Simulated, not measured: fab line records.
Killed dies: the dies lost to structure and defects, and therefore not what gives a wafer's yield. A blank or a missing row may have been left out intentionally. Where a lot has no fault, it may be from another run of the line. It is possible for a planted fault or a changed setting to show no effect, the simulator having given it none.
Which tool is to blame? || flow nand-harc || Sampling: 6 lots, 18 wafers, 4 of 1302 route steps

WHAT THE GAUGES SHOWED, per wafer
NHARC_P_M0_CD_MEAS_16.
{"lot": "L891", "measured": "day 7 11:11", "on": "cd-sem-02", "cd-nm (nm)": "90.0 90.4 89.8"}
{"lot": "L896", "measured": "day 9 14:32", "on": "cd-sem-01", "cd-nm (nm)": "90.1 90.2 90.0"}
{"lot": "L900", "measured": "day 11 03:16", "on": "cd-sem-03", "cd-nm (nm)": "89.2 89.9 89.3"}
{"lot": "L907", "measured": "day 14 05:29", "on": "cd-sem-03", "cd-nm (nm)": "88.6 90.3 90.7"}
{"lot": "L909", "measured": "day 15 15:24", "on": "cd-sem-02", "cd-nm (nm)": "89.2 89.0 89.4"}
{"lot": "L911", "measured": "day 16 01:39", "on": "cd-sem-03", "cd-nm (nm)": "89.4 90.1 89.8"}

TOOL THAT RAN EACH LOT (tool first, then ch and the chambers of the sampled wafers, then the start)
{"lot": "L891", "NHARC_P_CONTACT_ETCH_35": "rie-diel-11 ch 0,1, day 7 06:46", "NHARC_P_CONTACT_CVD_23": "cvd-w-01 ch 0,1, day 7 08:55", "NHARC_P_CONTACT_CMP_24": "cmp-01 ch 1,2,3, day 7 09:23"}
{"lot": "L896", "NHARC_P_CONTACT_ETCH_35": "rie-diel-08 ch 1,2, day 9 10:08", "NHARC_P_CONTACT_CVD_23": "cvd-w-02 ch 0,1, day 9 12:20", "NHARC_P_CONTACT_CMP_24": "cmp-04 ch 1,2, day 9 12:45"}
{"lot": "L900", "NHARC_P_CONTACT_ETCH_35": "rie-diel-09 ch 1,2, day 10 22:58", "NHARC_P_CONTACT_CVD_23": "cvd-w-02 ch 0,1, day 11 01:11", "NHARC_P_CONTACT_CMP_24": "cmp-01 ch 1,2, day 11 01:35"}
{"lot": "L907", "NHARC_P_CONTACT_ETCH_35": "rie-diel-08 ch 0,2,3, day 14 01:14", "NHARC_P_CONTACT_CVD_23": "cvd-w-02 ch 0,1, day 14 03:22", "NHARC_P_CONTACT_CMP_24": "cmp-01 ch 1,2,3, day 14 03:49"}
{"lot": "L909", "NHARC_P_CONTACT_ETCH_35": "rie-diel-08 ch 0,1, day 15 10:25", "NHARC_P_CONTACT_CVD_23": "cvd-w-01 ch 0,1, day 15 12:58", "NHARC_P_CONTACT_CMP_24": "cmp-02 ch 0,1,2, day 15 13:31"}
{"lot": "L911", "NHARC_P_CONTACT_ETCH_35": "rie-diel-11 ch 0,3, day 15 21:12", "NHARC_P_CONTACT_CVD_23": "cvd-w-02 ch 0,1, day 15 23:29", "NHARC_P_CONTACT_CMP_24": "cmp-02 ch 1,3, day 15 23:58"}
- NHARC_P_CONTACT_ETCH_35: etches the open film in CF4, target depth 39 nm, time 65 s.
- NHARC_P_CONTACT_CVD_23: deposits W, target thk 200 nm, time 557 s.
- NHARC_P_CONTACT_CMP_24: polishes, t overpolish 30 s, target thk 200 nm.

THE ANSWER, worked out from the rows above alone
Rule: what is usual is taken from the lots themselves. Put in order of their means at a reading, lots are off if they are a third of the lots or fewer, leave a main group of 4 or more, and stand apart from it by a gap of 3 or more times the standard deviation of the main group's means; of several such gaps the widest counts. A main group is skipped when, at the precision printed for the reading in the tables above, its means are all equal. Also off: a lot with no number at a reading for which 4 or more lots have one. All remaining lots with rows at the step are treated as sound.
Nothing can be told from this: no lot is off at any reading shown.

WHAT THE SIMULATOR HAD PUT IN
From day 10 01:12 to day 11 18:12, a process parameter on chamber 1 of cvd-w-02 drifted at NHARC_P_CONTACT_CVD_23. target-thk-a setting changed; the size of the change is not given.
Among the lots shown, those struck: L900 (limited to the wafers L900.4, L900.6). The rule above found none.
